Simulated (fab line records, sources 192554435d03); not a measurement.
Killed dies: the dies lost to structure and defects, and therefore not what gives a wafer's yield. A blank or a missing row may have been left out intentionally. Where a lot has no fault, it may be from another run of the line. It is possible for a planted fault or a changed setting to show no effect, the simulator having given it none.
Which tool did it?	flow n5Finfet	45 wafers from 15 lots sampled at 6 of the route's 1938 steps

WHAT EACH GAUGE READ, for each wafer
N5_BEOL_M1_THK_MEAS_01. Usual: M1_ILD_THK typically reads 78.5 nm, with standard deviation 0.95.
lot	measured	on	M1_ILD_THK (nm)	flag
L889	day 6 00:01	filmMetro-01	79.0 81.3 80.8	
L890	day 6 11:44	filmMetro-01	77.9 76.6 76.5	
L892	day 6 16:29	filmMetro-01	77.7 77.3 79.2	
L893	day 6 19:58	filmMetro-02	77.9 77.9 80.4	
L896	day 7 17:42	filmMetro-01	76.9 78.0 78.6	
L897	day 7 21:54	filmMetro-01	77.8 79.2 78.7	
L898	day 8 04:10	filmMetro-01	77.3 79.0 78.2	
L902	day 9 04:46	filmMetro-02	77.7 77.6 79.0	
L904	day 9 18:58	filmMetro-01	77.0 75.9 78.6	
L905	day 9 20:08	filmMetro-01	78.3 79.3 78.9	
L907	day 10 13:12	filmMetro-01	77.6 78.0 78.8	
L908	day 10 16:41	filmMetro-01	76.8 78.3 78.5	
L909	day 11 07:50	filmMetro-02	79.8 78.9 80.1	
L911	day 11 11:59	filmMetro-01	78.8 79.6 80.6	
L912	day 11 16:16	filmMetro-02	77.9 79.2 78.6	

N5_BEOL_M1_CD_MEAS_11: target cd 17.05 nm. Usual: cdNm 17.15 nm, standard deviation 0.24.
lot	measured	on	cdNm (nm)	flag
L889	day 6 01:51	cdSem-01	17.09 17.63 17.44	
L890	day 6 12:41	cdSem-02	17.02 17.44 17.34	
L892	day 6 18:01	cdSem-03	16.94 17.41 17.36	
L893	day 6 21:26	cdSem-01	17.11 17.21 17.00	
L896	day 7 20:13	cdSem-01	17.25 17.31 17.18	
L897	day 8 01:08	cdSem-01	17.38 17.28 17.35	
L898	day 8 05:30	cdSem-03	17.06 16.87 16.69	
L902	day 9 06:26	cdSem-02	17.37 16.56 17.24	
L904	day 9 19:38	cdSem-02	16.95 17.39 17.40	
L905	day 9 22:04	cdSem-01	16.95 17.18 17.42	
L907	day 10 14:30	cdSem-02	17.42 16.97 17.68	
L908	day 10 17:13	cdSem-02	17.07 17.62 17.01	
L909	day 11 08:51	cdSem-01	16.92 16.95 17.17	
L911	day 11 12:55	cdSem-01	17.45 17.35 17.11	
L912	day 11 17:37	cdSem-01	17.22 17.24 17.34	

N5_BEOL_M1_CD_MEAS_18: pitch 36 nm, target cd 18 nm. Usual: cdNm 18.1 nm, standard deviation 0.34.
lot	measured	on	cdNm (nm)	flag
L889	day 6 02:24	cdSem-01	18.1 18.1 18.0	
L890	day 6 13:14	cdSem-02	17.7 18.3 18.1	
L892	day 6 18:44	cdSem-01	17.9 18.3 18.1	
L893	day 6 21:59	cdSem-02	18.3 18.2 18.4	
L896	day 7 20:46	cdSem-01	- - -	OFF
L897	day 8 01:48	cdSem-03	- - -	OFF
L898	day 8 06:13	cdSem-01	- - -	OFF
L902	day 9 06:59	cdSem-01	17.9 17.6 18.3	
L904	day 9 20:19	cdSem-02	18.1 18.1 18.3	
L905	day 9 22:37	cdSem-01	18.1 18.4 18.1	
L907	day 10 15:09	cdSem-01	17.7 18.1 18.4	
L908	day 10 17:50	cdSem-01	17.8 18.3 18.7	
L909	day 11 09:28	cdSem-02	17.3 18.2 17.2	
L911	day 11 13:28	cdSem-01	18.1 18.4 18.5	
L912	day 11 18:10	cdSem-02	18.1 17.8 18.3	

N5_BEOL_M4_RC_MEAS_101. Usual: DIBL_N 36.8 mV/V, standard deviation 1.5; DIBL_P 37.1 mV/V, standard deviation 2.1; IOFF_N 0.168 nA/um, standard deviation 0.03; IOFF_P 0.22 nA/um, standard deviation 0.034; ION_N 679 uA/um, standard deviation 12; ION_P 466 uA/um, standard deviation 8; SS_N 71.7 mV/dec, standard deviation 0.58; SS_P 73.5 mV/dec, standard deviation 0.67; VT_N 248.8 mV, standard deviation 2.7; VT_P -250 mV, standard deviation 3.3.
lot	measured	on	DIBL_N (mV/V)	DIBL_P (mV/V)	IOFF_N (nA/um)	IOFF_P (nA/um)	ION_N (uA/um)	ION_P (uA/um)	SS_N (mV/dec)	SS_P (mV/dec)	VT_N (mV)	VT_P (mV)	flag
L889	day 7 12:11	prober-02	38.6 34.9 38.5	39.9 35.0 39.9	0.204 0.135 0.213	0.24 0.17 0.25	683 662 679	463 455 466	73.2 71.3 71.6	74.1 73.5 74.3	247.3 250.8 244.0	-249 -256 -247	
L890	day 8 02:38	prober-01	37.6 37.3 38.0	39.4 37.8 39.2	0.203 0.181 0.197	0.29 0.25 0.28	694 679 679	475 466 470	71.2 71.3 71.7	74.3 73.5 74.9	245.8 249.1 247.4	-247 -248 -246	
L892	day 8 13:56	prober-02	36.8 37.9 37.9	36.8 38.8 37.6	0.162 0.184 0.190	0.26 0.29 0.26	690 689 704	482 479 486	71.3 71.8 71.9	73.5 74.2 73.5	248.8 249.6 246.3	-246 -242 -246	
L893	day 8 11:34	prober-02	36.4 38.7 36.0	37.5 40.5 37.8	0.165 0.200 0.152	0.22 0.27 0.23	677 687 679	468 468 468	71.8 72.6 71.0	72.7 74.0 72.7	247.4 246.2 251.6	-253 -247 -246	
L902	day 11 02:07	prober-02	34.3 36.4 35.6	32.5 34.9 34.2	0.132 0.166 0.152	0.19 0.22 0.21	662 676 670	465 470 461	70.9 71.2 71.0	73.3 73.4 74.0	250.2 247.7 249.4	-251 -250 -250	
L904	day 11 08:31	prober-02	36.5 35.7 38.2	37.7 37.1 39.7	0.184 0.152 0.230	0.21 0.19 0.24	686 682 697	463 471 476	71.9 71.7 73.2	73.9 72.8 74.2	245.8 249.9 242.6	-253 -254 -250	
L905	day 11 22:59	prober-01	37.2 38.1 35.6	37.4 38.0 35.5	0.178 0.182 0.146	0.23 0.25 0.20	690 689 683	467 470 468	71.8 71.6 70.7	72.4 73.9 72.7	245.2 247.6 251.3	-249 -247 -249	
L907	day 12 04:27	prober-01	38.4 37.9 37.8	38.2 37.6 38.1	0.189 0.169 0.193	0.24 0.24 0.25	696 677 708	480 464 484	72.0 71.6 72.4	73.4 73.5 74.2	246.2 245.0 243.7	-250 -249 -245	
L908	day 12 11:42	prober-01	36.0 36.6 33.2	37.5 37.5 33.1	0.143 0.163 0.102	0.21 0.20 0.15	670 677 651	462 460 451	72.4 72.0 71.3	74.4 73.6 72.1	250.8 247.4 255.1	-251 -251 -254	
L909	day 13 06:37	prober-02	38.9 36.8 38.6	37.8 35.5 36.7	0.177 0.135 0.174	0.19 0.17 0.18	678 675 683	460 459 462	72.3 70.8 72.4	73.9 73.3 73.7	247.2 254.0 249.3	-256 -256 -257	
L911	day 13 08:35	prober-02	33.4 34.7 36.5	33.0 34.8 36.2	0.126 0.147 0.164	0.19 0.22 0.26	679 681 678	469 472 474	71.3 71.5 72.4	72.9 73.4 73.0	252.8 252.4 248.7	-251 -247 -246	
L912	day 14 02:40	prober-01	37.7 38.0 35.4	38.6 37.2 34.7	0.167 0.171 0.135	0.25 0.22 0.18	676 680 667	467 469 455	71.3 71.0 71.3	73.1 72.6 72.9	249.5 249.2 252.4	-246 -248 -251	

WHAT TOOL EACH LOT RAN ON (gives the tool, then ch and the chambers of the sampled wafers, and finally the start)
lot	N5_BEOL_M1_STRIP_66	N5_BEOL_M1_HM_OPEN_17
L889	rieDiel-05 ch 1,2, day 6 02:11	rieMetal-01 ch 0,1, day 6 02:13
L890	rieDiel-04 ch 0,1,3, day 6 13:01	rieMetal-03 ch 0,1, day 6 13:03
L892	rieDiel-04 ch 1,2,3, day 6 18:31	rieMetal-02 ch 0,1, day 6 18:33
L893	rieDiel-03 ch 0,3, day 6 21:46	rieMetal-01 ch 0,1, day 6 21:49
L896	rieDiel-05 ch 0,3, day 7 20:32	rieMetal-02 ch 0,1, day 7 20:35
L897	rieDiel-03 ch 1,2, day 8 01:34	rieMetal-03 ch 0, day 8 01:37
L898	rieDiel-04 ch 0,3, day 8 05:58	rieMetal-02 ch 0,1, day 8 06:01
L902	rieDiel-05 ch 1,2,3, day 9 06:46	rieMetal-02 ch 0,1, day 9 06:49
L904	rieDiel-05 ch 0,3, day 9 20:05	rieMetal-03 ch 0,1, day 9 20:08
L905	rieDiel-05 ch 0,2,3, day 9 22:23	rieMetal-03 ch 0,1, day 9 22:26
L907	rieDiel-05 ch 2,3, day 10 14:56	rieMetal-01 ch 0,1, day 10 14:58
L908	rieDiel-03 ch 0,2,3, day 10 17:32	rieMetal-01 ch 0,1, day 10 17:35
L909	rieDiel-05 ch 1,3, day 11 09:14	rieMetal-02 ch 0,1, day 11 09:17
L911	rieDiel-03 ch 0,3, day 11 13:15	rieMetal-03 ch 0,1, day 11 13:17
L912	rieDiel-05 ch 2,3, day 11 17:56	rieMetal-03 ch 0,1, day 11 17:59
- N5_BEOL_M1_STRIP_66: strips in CF4.
- N5_BEOL_M1_HM_OPEN_17: chemistry Cl2/BCl3, target TiN, target depth 20 nm, overetch 6 nm.

WHAT THE TOOLS THEMSELVES READ (means of the sampled wafers that have a number; where no wafer has one, the mark that the record gives instead)
N5_BEOL_M1_STRIP_66. Usual: chamberPressureMTorr 50.00 mTorr, standard deviation 0.049; drypumpMotorCurrentA 5.84 A, standard deviation 0.22; oesProductAu 0.76 a.u., standard deviation 0.08; rfVppV 271.1 V, standard deviation 1.6; showerheadPlenumPTorr 1.79 Torr, standard deviation 0.066; throttleValvePct 13.70 %, standard deviation 0.24.
lot	tool	chamberPressureMTorr (mTorr)	drypumpMotorCurrentA (A)	oesProductAu (a.u.)	rfVppV (V)	showerheadPlenumPTorr (Torr)	throttleValvePct (%)	flag
L889	rieDiel-05	49.98	5.77	0.82	273.0	1.86	13.57	
L890	rieDiel-04	49.98	5.92	0.77	271.4	1.75	13.58	
L892	rieDiel-04	49.98	5.93	0.76	270.1	1.74	13.62	
L893	rieDiel-03	49.96	6.09	0.71	270.4	1.75	13.78	
L896	rieDiel-05	50.04	5.94	0.72	269.8	1.74	13.83	
L897	rieDiel-03	50.04	5.60	0.75	271.2	1.78	13.75	
L898	rieDiel-04	49.98	5.77	0.73	269.7	1.75	13.77	
L902	rieDiel-05	49.97	5.84	0.75	271.8	1.79	13.69	
L904	rieDiel-05	50.00	5.88	0.69	270.8	1.75	13.95	
L905	rieDiel-05	50.01	5.87	0.75	271.5	1.79	13.81	
L907	rieDiel-05	49.98	5.86	0.80	271.8	1.83	13.67	
L908	rieDiel-03	49.97	5.91	0.79	272.2	1.84	13.60	
L909	rieDiel-05	50.05	5.89	0.80	269.2	1.73	13.60	
L911	rieDiel-03	50.04	5.93	0.84	272.2	1.85	13.42	
L912	rieDiel-05	50.00	5.92	0.75	271.3	1.77	13.74	

N5_BEOL_M1_HM_OPEN_17. Usual: bcl3FlowSccm 21.75 sccm, standard deviation 0.07; biasW 126.0 W, standard deviation 0.4; chamberPressureMTorr 10.000 mTorr, standard deviation 0.0096; drypumpMotorCurrentA 5.5 A, standard deviation 0.5; oesProductAu 0.66 a.u., standard deviation 0.088; throttleValvePct 22.16 %, standard deviation 0.28.
lot	tool	bcl3FlowSccm (sccm)	biasW (W)	chamberPressureMTorr (mTorr)	drypumpMotorCurrentA (A)	oesProductAu (a.u.)	throttleValvePct (%)	flag
L889	rieMetal-01	21.69	125.9	10.015	5.4	0.75	22.22	
L890	rieMetal-03	21.75	126.0	10.002	5.9	0.76	21.73	
L892	rieMetal-02	21.71	126.1	10.000	5.5	0.54	22.35	
L893	rieMetal-01	21.72	126.2	10.013	5.4	0.75	22.22	
L896	rieMetal-02	-	-	-	-	-	-	OFF
L897	rieMetal-03	-	-	-	-	-	-	OFF
L898	rieMetal-02	-	-	-	-	-	-	OFF
L902	rieMetal-02	21.73	126.1	9.996	5.4	0.55	22.44	
L904	rieMetal-03	21.72	125.8	10.006	5.4	0.73	21.86	
L905	rieMetal-03	21.77	125.9	9.998	5.9	0.72	21.75	
L907	rieMetal-01	21.79	125.9	10.003	5.4	0.71	22.25	
L908	rieMetal-01	21.73	126.0	10.005	5.6	0.70	22.29	
L909	rieMetal-02	21.65	125.7	10.006	5.5	0.54	22.36	
L911	rieMetal-03	21.75	126.0	9.994	5.9	0.70	21.77	
L912	rieMetal-03	21.75	126.3	9.998	5.3	0.71	21.86	

THE ANSWER, worked out from the rows above alone
Rule: lot off if the mean of its wafers having a number is beyond 3 standard deviations from the usual mean. Also off: a lot with no number at a reading for which 4 or more lots have one. All remaining lots with rows at the step are treated as sound. The gauges are gone through in route order, then the tools' own readings, and for those a lot's mean is taken as printed above. At the first step where some lot is off, the reading lying furthest off is the one used; lots without a number count as furthest.
Off: L896, L897, L898 (N5_BEOL_M1_CD_MEAS_18, cdNm). Without a number there: L896, L897, L898.
If a tool, at a process step before that reading, ran all the lots that are off and no sound lot after the first of them, it fits. The gauges at N5_BEOL_M1_CD_MEAS_18 aren't tried: what is off there is off at N5_BEOL_M1_HM_OPEN_17 too, on other tools, and a gauge's error can't cause that. Not one of the candidates tried fits.

WHAT WAS PUT IN BY THE SIMULATOR
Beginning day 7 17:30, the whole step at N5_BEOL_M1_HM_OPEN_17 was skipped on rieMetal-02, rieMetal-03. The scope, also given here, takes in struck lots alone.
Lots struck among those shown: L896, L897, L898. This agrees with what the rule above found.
